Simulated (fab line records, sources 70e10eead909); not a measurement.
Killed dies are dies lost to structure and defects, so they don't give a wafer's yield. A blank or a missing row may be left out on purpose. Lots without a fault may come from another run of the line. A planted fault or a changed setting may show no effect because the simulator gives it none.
fab line records | flow nand_harc
record lots=7 wafers=21 last_day=24
route steps=1159 shown A_ZERO_WELL@412 A_SOURCE_PLATE@413 A_ONON_D1@424 END@1159
lots that met no fault: from a run of the same line without faults
start_h: hours from the record's first day to the start of the lot's first wafer shown | wait_h: hours since the lot's step before | " the same as in the row above | L1.1+2: a row that stands for several wafers | - no value, or no start given | * or withheld: withheld | < > ~ a bound
route shown NAME@n: a module of which the file shows steps, and the number in the route of the first | usual: mean/standard deviation of fault-free wafers | same: alike in all rows | chamber/n: place in a boat | sites: the reading at each site | _std_site: their standard deviation | _edge_site: outer sites' mean less inner sites' | radius_mm: how far each site lies from the wafer's centre | mask NAME#n: copy n | behind: the tool/chamber that last shaped the wafer | hold: why the lot was held/for how many hours/how that ended | device: the transistor (n, p or np) that didn't switch | end of line: the same wafers' tests at the end of the route | a step without rows: its recipe alone | killed: dies lost to structure and defects at the first sort, not the wafer's yield | map: a wafer's dies, x killed, . not, _ none there
set.NAME: the setting as run; set.NAME@STEP: as run at that earlier step | model.NAME: the simulator's own value behind a step, which no gauge read
lots at some steps of the route; a table a step, a row a wafer
services: from which hour (start_h, from the record's first day; less than 0 if before it) a tool's chamber was out of use, for how many hours, and why
## steps
# step NHARC_A_ZERO_WELL_INSPECT_17
# usual raw_defect_count=10/5.3
# columns lot.wafer tool chamber start_h wait_h raw_defect_count
L601.2 defect_inspect-01 - 157.16 0.1 9
L601.3 " - " " 6
L601.6 " - " " 19
L602.1 defect_inspect-01 - 158.21 0.2 4
L602.5 " - " " 6
L602.6 " - " " 3
L605.1 defect_inspect-02 - 183.10 0.2 11
L605.5 " - " " 4
L605.6 " - " " 9
L606.3 defect_inspect-02 - 191.22 0.1 5
L606.5 " - " " 6
L606.6 " - " " 10
L607.1 defect_inspect-02 - 197.01 0.2 9
L607.3 " - " " 16
L607.6 " - " " 9
L618.2 defect_inspect-01 - 262.05 0.1 10
L618.3 " - " " 6
L618.5 " - " " 2
L620.2 defect_inspect-02 - 265.14 0.3 5
L620.5 " - " " 8
L620.6 " - " " 1
# step NHARC_A_SOURCE_PLATE_PRECLEAN_00
# recipe time_s=60 chemistry=HF-LAST
# step NHARC_A_SOURCE_PLATE_SRD_01
# step NHARC_A_SOURCE_PLATE_OXIDE_02
# recipe target_thk_a=100 temp_c=900 ox_time_s=1362 material=SiO2
# step NHARC_A_SOURCE_PLATE_THK_MEAS_09
# recipe thk_meas_gauge=ellipsometry
# usual thk_nm=9.6/1.1
# columns lot.wafer tool chamber start_h wait_h thk_nm
L601.2 film_metro-01 - 164.60 0.4 7.6
L601.3 " - " " 8.5
L601.6 " - " " 9.9
L602.1 film_metro-02 - 164.62 0.4 8.3
L602.5 " - " " 9.2
L602.6 " - " " 9.9
L605.1 film_metro-02 - 190.57 0.4 9.4
L605.5 " - " " 9.3
L605.6 " - " " 11.2
L606.3 film_metro-02 - 198.64 0.4 8.7
L606.5 " - " " 9.5
L606.6 " - " " 9.2
L607.1 film_metro-02 - 204.16 0.4 9.9
L607.3 " - " " 11.1
L607.6 " - " " 9.8
L618.2 film_metro-02 - 269.32 0.4 9.3
L618.3 " - " " 9.4
L618.5 " - " " 9.5
L620.2 film_metro-02 - 272.50 0.4 9.8
L620.5 " - " " 9.4
L620.6 " - " " 8.7
# step NHARC_A_SOURCE_PLATE_PVD_04
# recipe target_thk_a=500 material=WSi2
# step NHARC_A_SOURCE_PLATE_CVD_03
# recipe target_thk_a=2000 temp_c=620 pressure_mtorr=200 time_s=4000 material=poly-Si
# step NHARC_A_SOURCE_PLATE_ANNEAL_05
# recipe temp_c=850 time_s=1800
# step NHARC_A_SOURCE_PLATE_THK_MEAS_06
# recipe thk_meas_gauge=ellipsometry
# usual thk_nm=199.1/2.1
# columns lot.wafer tool chamber start_h wait_h thk_nm
L601.2 film_metro-01 - 177.58 0.4 200.5
L601.3 " - " " 200.1
L601.6 " - " " 199.4
L602.1 film_metro-01 - 177.58 0.4 197.7
L602.5 " - " " 202.6
L602.6 " - " " 201.5
L605.1 film_metro-01 - 203.82 0.4 201.5
L605.5 " - " " 200.1
L605.6 " - " " 201.5
L606.3 film_metro-01 - 211.60 0.4 201.0
L606.5 " - " " 196.6
L606.6 " - " " 199.0
L607.1 film_metro-02 - 218.10 0.4 197.0
L607.3 " - " " 196.2
L607.6 " - " " 197.7
L618.2 film_metro-01 - 282.64 0.4 199.5
L618.3 " - " " 199.1
L618.5 " - " " 201.0
L620.2 film_metro-01 - 282.65 0.4 200.9
L620.5 " - " " 201.2
L620.6 " - " " 200.3
# step NHARC_A_SOURCE_PLATE_INSPECT_08
# usual raw_defect_count=64/28
# columns lot.wafer tool chamber start_h wait_h raw_defect_count
L602.1 defect_inspect-01 - 177.65 0.0 90
L602.5 " - " " 103
L602.6 " - " " 82
L601.2 defect_inspect-02 - 177.68 0.0 72
L601.3 " - " " 32
L601.6 " - " " 43
L605.1 defect_inspect-01 - 203.89 0.0 40
L605.5 " - " " 39
L605.6 " - " " 40
L606.3 defect_inspect-02 - 211.71 0.0 51
L606.5 " - " " 32
L606.6 " - " " 79
L607.1 defect_inspect-01 - 218.21 0.0 80
L607.3 " - " " 68
L607.6 " - " " 95
L618.2 defect_inspect-01 - 282.70 0.0 69
L618.3 " - " " 67
L618.5 " - " " 59
L620.2 defect_inspect-01 - 282.73 0.0 38
L620.5 " - " " 66
L620.6 " - " " 42
# step NHARC_A_ONON_D1_DEP_00
# recipe target_thk_a=10000 n2_flow_sccm=2750 n2o_flow_sccm=2000 nh3_flow_sccm=500 sih4_flow_sccm=210 temp_c=400
# usual n2_flow_sccm=2750/8.7
# columns lot.wafer tool chamber start_h wait_h n2_flow_sccm
L602.1 pecvd_onon-04 0 177.71 0.1 2749
L602.5 " 0 " " 2744
L602.6 " 0 " " 2749
L601.2 pecvd_onon-03 0 177.81 0.1 2758
L601.3 " 0 " " 2750
L601.6 " 0 " " 2753
L605.1 pecvd_onon-04 0 203.95 0.1 2741
L605.5 " 0 " " 2742
L605.6 " 0 " " 2729
L606.3 pecvd_onon-04 0 211.89 0.2 2751
L606.5 " 0 " " 2764
L606.6 " 0 " " 2748
L607.1 pecvd_onon-04 0 218.27 0.1 2753
L607.3 " 0 " " 2744
L607.6 " 0 " " 2749
L618.2 pecvd_onon-04 0 282.83 0.1 2767
L618.3 " 0 " " 2761
L618.5 " 0 " " 2758
L620.2 pecvd_onon-03 0 282.85 0.1 2741
L620.5 " 0 " " 2740
L620.6 " 0 " " 2743
# step NHARC_A_ONON_D1_THK_MEAS_02
# recipe thk_meas_gauge=ellipsometry
# usual thk_nm=996/13
# columns lot.wafer tool chamber start_h wait_h thk_nm
L602.1 film_metro-02 - 178.25 - 991
L602.5 " - " " 992
L602.6 " - " " 990
L601.2 film_metro-01 - 178.29 - 1005
L601.3 " - " " 1005
L601.6 " - " " 1007
L605.1 film_metro-01 - 204.47 - 1013
L605.5 " - " " 1060
L605.6 " - " " 1059
L606.3 film_metro-01 - 212.28 - 990
L606.5 " - " " 1041
L606.6 " - " " 1038
L607.1 film_metro-02 - 218.78 - 990
L607.3 " - " " 991
L607.6 " - " " 1039
L618.2 film_metro-02 - 283.28 - 1003
L618.3 " - " " 1003
L618.5 " - " " 1004
L620.2 film_metro-01 - 283.31 - 1006
L620.5 " - " " 1005
L620.6 " - " " 1007
# step NHARC_A_ONON_D1_DEP_03
# recipe target_thk_a=10000 n2_flow_sccm=2750 n2o_flow_sccm=2000 nh3_flow_sccm=500 sih4_flow_sccm=210 temp_c=400
# step NHARC_END_SORT_01
# recipe temp_c=25
# usual killed_at_array=27/10 killed_at_other=0.6/1 killed_at_periphery=3.4/2.7 killed_dies=31/9.7 killed_open=3.4/1.7 killed_short=2.2/1.5
# same gross_dies=677
# columns lot.wafer tool chamber start_h wait_h killed_at_array killed_at_other killed_at_periphery killed_dies killed_open killed_short
L602.1 prober-02 0 466.11 2.5 27 1 8 36 7 3
L602.5 prober-02 0 469.32 3.7 29 0 3 32 3 1
L602.6 prober-02 0 470.13 4.0 18 0 6 24 2 2
L605.5 prober-01 0 497.29 3.8 637 0 0 637 1 0
L605.6 prober-01 0 498.11 4.1 647 0 3 650 3 1
L606.3 prober-02 0 495.64 3.1 27 3 5 35 6 2
L606.5 prober-02 0 497.21 3.7 636 2 4 642 3 1
L606.6 prober-02 0 498.00 3.9 629 2 2 633 4 1
L607.1 prober-01 0 510.38 2.5 9 0 5 14 4 2
L607.3 prober-01 0 511.99 3.1 9 1 4 14 1 3
L607.6 prober-01 0 514.40 4.0 645 0 5 650 7 3
# killed by level:class
L602.1 A_CHANNEL_HOLE_D1:chamber_film_flake=13 A_ONON_D1:geometric_particle:open=3 P_ZERO_WELL:chamber_film_flake=3 P_CONTACT:geometric_particle:open=2 A_ONON_D1:geometric_particle:short=2 A_CHANNEL_FILL_D1:chamber_film_flake=2 A_STAIRCASE:chamber_film_flake=2 P_M0:geometric_particle:short=1
L602.5 A_CHANNEL_HOLE_D1:chamber_film_flake=20 A_STAIRCASE:chamber_film_flake=4 P_ZERO_WELL:chamber_film_flake=3 A_WL_FILL:geometric_particle:open=2 A_CONTACT:geometric_particle:open=1 A_M0:geometric_particle:short=1 A_CHANNEL_FILL_D1:chamber_film_flake=1
L602.6 A_CHANNEL_HOLE_D1:chamber_film_flake=13 P_ZERO_WELL:chamber_film_flake=3 A_STAIRCASE:chamber_film_flake=2 P_STI:geometric_particle:short=1 P_GATE:geometric_particle:short=1 A_CONTACT:geometric_particle:open=1 A_BLC:geometric_particle:open=1 P_STI:chamber_film_flake=1
L606.3 A_CHANNEL_HOLE_D1:chamber_film_flake=15 A_CONTACT:chamber_film_flake=4 THIN_TSV:chamber_film_flake=3 P_CONTACT:geometric_particle:open=2 A_CONTACT:geometric_particle:open=2 A_STAIRCASE:chamber_film_flake=2 P_CONTACT:geometric_particle:short=1 A_SGD_CUT:geometric_particle:open=1
L606.5 A_ONON_D1:area_dep=608 A_CHANNEL_HOLE_D1:chamber_film_flake=18 A_STAIRCASE:chamber_film_flake=4 A_WL_FILL:chamber_film_flake=3 P_GATE:chamber_film_flake=2 HYBRID_BOND:chamber_film_flake=2 P_M0:geometric_particle:open=1 A_ONON_D1:geometric_particle:open=1
L605.5 A_ONON_D1:area_dep=624 A_CHANNEL_HOLE_D1:chamber_film_flake=6 A_STAIRCASE:chamber_film_flake=4 A_ONON_D1:geometric_particle:open=1 A_ZERO_WELL:chamber_film_flake=1 A_CONTACT:chamber_film_flake=1
L606.6 A_ONON_D1:area_dep=597 A_CHANNEL_HOLE_D1:chamber_film_flake=19 A_CONTACT:chamber_film_flake=3 A_STAIRCASE:chamber_film_flake=3 A_WL_FILL:chamber_film_flake=2 THIN_TSV:chamber_film_flake=2 P_M2:geometric_particle:open=1 A_SLIT:geometric_particle:short=1
L605.6 A_ONON_D1:area_dep=640 A_STAIRCASE:chamber_film_flake=3 P_GATE:geometric_particle:open=1 A_ONON_D1:geometric_particle:open=1 A_CHANNEL_FILL_D1:geometric_particle:open=1 A_CONTACT:geometric_particle:short=1 P_GATE:chamber_film_flake=1 P_M0:chamber_film_flake=1
L607.1 A_CHANNEL_HOLE_D1:chamber_film_flake=4 P_CONTACT:geometric_particle:open=1 P_M0:geometric_particle:open=1 P_M1:geometric_particle:open=1 A_SGD_CUT:geometric_particle:open=1 A_SGD_CUT:geometric_particle:short=1 A_WL_FILL:geometric_particle:short=1 P_ZERO_WELL:chamber_film_flake=1
L607.3 A_CONTACT:chamber_film_flake=3 P_ZERO_WELL:chamber_film_flake=2 P_M2:chamber_film_flake=2 A_CHANNEL_FILL_D1:geometric_particle:short=1 A_WL_FILL:geometric_particle:short=1 A_WL_FILL:geometric_particle:open=1 A_M0:geometric_particle:short=1 A_CHANNEL_FILL_D1:chamber_film_flake=1
L607.6 A_ONON_D1:area_dep=629 A_CONTACT:geometric_particle:open=3 A_CHANNEL_HOLE_D1:chamber_film_flake=3 A_CONTACT:chamber_film_flake=3 A_CHANNEL_FILL_D1:chamber_film_flake=2 P_CONTACT:geometric_particle:short=1 P_M0:geometric_particle:open=1 P_M0:geometric_particle:short=1
# map L605.6 (x killed, . not)
____________x____________
_________xxxxxxx_________
_______xxxxxxxxxxx_______
______x.xxxxxxxxx.x______
_____xxxxxxxxxxxxxxx_____
____xxxx.xxxxxxxxxxxx____
____xxx.xxxxxxxxxxxxx____
___xxxxxxxxxxxxxxxxxxx___
___xxxxxxxxxxxxxxxxxxx___
__xxxxxxxxxxxxxxxxxxxxx__
__.xxxx.xxxxxxxxxxxxxxx__
_xxxxxxxxxxxxxxxxxxxxxxx_
_xxxxxxxxxxxxxxxxxxxxxxx_
_xxxxxxxxxxxxxxxxxxxxxxx_
_xxxxxxxxxxxxxxxxxxxxxxx_
_xxxxxxxxx.xxxxxxxxxxxxx_
xxxxxxxxxxxxxxxxxxxxxxxxx
xxxxxxxxxxx.xxxxxxxxxxxxx
xxxxxxxxxxxxxxxxxxxxxx.xx
xxxxxxxxxxxxxx.xxxxxxxxx.
xxxxxxxxxxxxxxxxxxxxxxxxx
_xxxxxxxxxxxxxxxxxxxxxxx_
_xxxxxxxxxxxxxxx.xxxxxx._
_xxxxxx.xxxxxxxxxxxx.xxx_
_xxxxxxxxxxxxxxxxxxxxxxx_
_xxxxxxxxxxxxxxxxxxxx.xx_
__.xxxx.xxxxxxxxxxxxxxx__
__xxxxxxxxxxxxxxxxxxxxx__
___xxxxxxxx.xxxxxxxxx.___
___xxxxxxxxxx.xxxxxxxx___
____x.xxxxxxxxxxxxxxx____
____xx.xxx.xxxxxxxxxx____
_____xx.xxxx.xxxxxxx_____
______xxxxxxxxxxxxx______
_______xx.xxxxxxxx_______
_________xxxxxxx_________
____________x____________
# map L606.5 (x killed, . not)
____________x____________
_________x.xxx.x_________
_______xxxxxx.xxxx_______
______.xxxxx.xxxx.x______
_____xxxxxxxxxxxxxxx_____
____xxx.xxxxxxxxxxxxx____
____xxxxxx.xxx.xxxxxx____
___xxxxx.xxxxxxxxxxxxx___
___xxxxxxx.xxxx.xxxxxx___
__xxxxxxxxxxxxxxxxxxxxx__
__xxxxxxxxxx.xxxxxxxxxx__
_xxxxxxxxx.xxxxxxxxxxxxx_
_xxxxxxxxxxxxxxxxxxxxxx._
_xxxxxxxxxxxxxxxxxxxxxxx_
_xxxxxxxxxxxxxxxxxxxxx.x_
_xxxxxxxxxxxxxxxxxxxxxxx_
xxxxxxxxxxxxxxxxxxxxxxxxx
xxxxxxxxxxxxx.x.xxxxxxxxx
xxx.xxx.xxxxxxxxxxxxx..xx
xxxxxxxxxxxx.xxx.xxxx.xxx
xxxxxxxxxxxxxxxxxxxxxxxxx
_xxxxxxxxxxxxxxxxxxxxxxx_
_xxxxxxxxxxxxxxx.xxxxxxx_
_xxxxxxxxxxxxxxx.xxxxxxx_
_xx.xxxxxxxxxxxx.xxxxxxx_
_xxxxxxxxxxxxxxxxxx.xxxx_
__xxxxxxxxxxxx.xxxxxxxx__
__xxxxxxxxxxxxxxxxxxx.x__
___xxxxxxxxxxxxxxxxx.x___
___.xxxxxxxxxxxxxxxxxx___
____xxxxxxxxxxxxxxxxx____
____xxxxxxxxxxxxxxxxx____
_____xxxxxxxxxxxxxxx_____
______xxxxxxx.xxxxx______
_______xxxxxxxxxxx_______
_________xxxxxxx_________
____________x____________
## services
# columns tool chamber start_h hours kind
pecvd_onon-04 - 237.57 13.0 pm
## key
first_sign step=NHARC_A_ONON_D1_THK_MEAS_02 reading=thk_nm direction=up sigmas=4 usual=996 struck=1048
effect step=NHARC_END_SORT_01 reading=killed_dies direction=up sigmas=63 usual=31 struck=642
more_kills_born_at NHARC_A_ONON_D1_DEP_00@pecvd_onon-04=3098
met_at NHARC_A_ONON_D1_DEP_00
struck_wafers L605.5,L605.6,L606.5,L606.6,L607.6
later_rows_left_out L605.5,L605.6,L606.5,L606.6,L607.6
tester_left_out L605,L606,L607
onset_between 177.71 203.95
fault kind=process_parameter_drift tool=pecvd_onon-04 chamber=- onset_h=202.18 steps=NHARC_A_ONON_D1_DEP_00 channel=target_thk_a offset=* shape=step end_h=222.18 scope=struck_wafers_only acts_in=* stated=*
# tester_left_out: of these lots the tester's yield and bins aren't shown, on N5 and GAA mostly nor the transistor test; their killed dies are dies lost to structure and defects alone, not to doping, threshold or leakage, so they don't give the yield
# later_rows_left_out: the simulator's readings of these wafers behind a module that went badly wrong aren't trusted and aren't shown, but for the sort
